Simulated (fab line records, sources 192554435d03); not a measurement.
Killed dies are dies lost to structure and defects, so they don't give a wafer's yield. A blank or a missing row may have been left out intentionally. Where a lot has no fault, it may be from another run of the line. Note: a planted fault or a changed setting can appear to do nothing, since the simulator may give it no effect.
Split-lot study ; flow n5Finfet ; 7 lots, 21 wafers read, on a route of 1938 steps

## THE SPLIT
At N5_BEOL_M4_TRENCH_ETCH_37 (etches SiOC in C4F6/O2, target depth 55.555 nm, time 29.2 s), the setting sourceW was moved away from the recipe's 355 W on 7 of the 21 wafers read, by -17.9% to +8.3%. All remaining wafers had this setting at the recipe value.

The split's own step is where the reading is taken.

## THE READING
rfVppV, in V, at N5_BEOL_M4_TRENCH_ETCH_37 (etches SiOC in C4F6/O2, target depth 55.555 nm, time 29.2 s). Typical for fault-free wafers on this fab line: 665 V, with standard deviation 4.6 V.

wafer;tool, chamber at the split;sourceW as run, W;against the recipe;rfVppV, V;against lot-mates on the recipe
L074.1;rieDiel-01, 3;384.5;+8.3%;644;-22
L074.3;rieDiel-01, 1;384.5;+8.3%;643;-23
L074.5;rieDiel-01, 0;355;recipe;666;-
L075.1;rieDiel-02, 3;355;recipe;665;-
L075.3;rieDiel-02, 0;291.4;-17.9%;734;+69
L075.6;rieDiel-02, 1;291.4;-17.9%;742;+77
L076.3;rieDiel-02, 3;332.6;-6.3%;687;+23
L076.5;rieDiel-02, 0;355;recipe;664;-
L076.6;rieDiel-02, 3;355;recipe;664;-
L079.1;rieDiel-01, 2;315.7;-11.1%;700;+33
L079.5;rieDiel-01, 0;355;recipe;667;-
L079.6;rieDiel-01, 3;315.7;-11.1%;712;+45
L091.1;rieDiel-01, 1;355;recipe;669;-
L091.3;rieDiel-01, 0;355;recipe;666;-
L091.5;rieDiel-01, 0;355;recipe;666;-
L089.2;rieDiel-02, 0;355;recipe;663;-
L089.4;rieDiel-02, 2;355;recipe;658;-
L089.5;rieDiel-02, 2;355;recipe;659;-
L096.2;rieDiel-01, 1;355;recipe;669;-
L096.3;rieDiel-01, 0;355;recipe;666;-
L096.5;rieDiel-01, 0;355;recipe;666;-

THE FIT
A straight line over all 21 wafers: rfVppV changes by -3.71 V for each +1% of sourceW; r = -0.98; the points scatter about the line by 4.9 V.
The same after taking each lot's own level away (the mean of its wafers on the recipe; 21 wafers): -3.7 V for each +1%; r = -0.99; scatter 4.2 V.
According to that fit, moving sourceW by its largest amount changes the reading by 66 V.
Measured against the standard deviation above, the lots' own levels, which go from 660.0 to 667.0 V, span 1.5 times it.
So the lot-to-lot level changes the slope little: the two slopes agree.
Check: +66.9 V against its lot-mates is what the line predicts for one of the wafers moved furthest among these (-17.9%) when that wafer is left out of the fit. It came out at +69 V against them.
Tool readings at the split's step, against how far the setting was moved: rfVppV r = -0.98.

## FURTHER SPLITS ON THESE WAFERS
Other splits were also applied to these wafers ahead of the reading. Each is held against what the fit with the lots' levels taken away leaves over:
other split on the same wafers;wafers away from the commonest value;r with rfVppV (lot level and that fit taken away)
N5_BEOL_M2_EXPOSE_08 doseMj;11;+0.04
N5_BEOL_M2_DESCUM_16 timeS;6;-0.15
N5_BEOL_M2_TRENCH_ETCH_37 biasW;7;-0.01
N5_BEOL_M3_ETCH_41 targetDepthA;6;+0.05
N5_BEOL_M4_DESCUM_16 timeS;5;-0.08
N5_BEOL_M4_ETCH_64 biasW;9;+0.13
N5_BEOL_M4_ETCH_70 timeS;5;-0.09

## THE FILE'S OWN FIT
rfVppV changes by -3.78 V for each +1% of sourceW, r = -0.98.
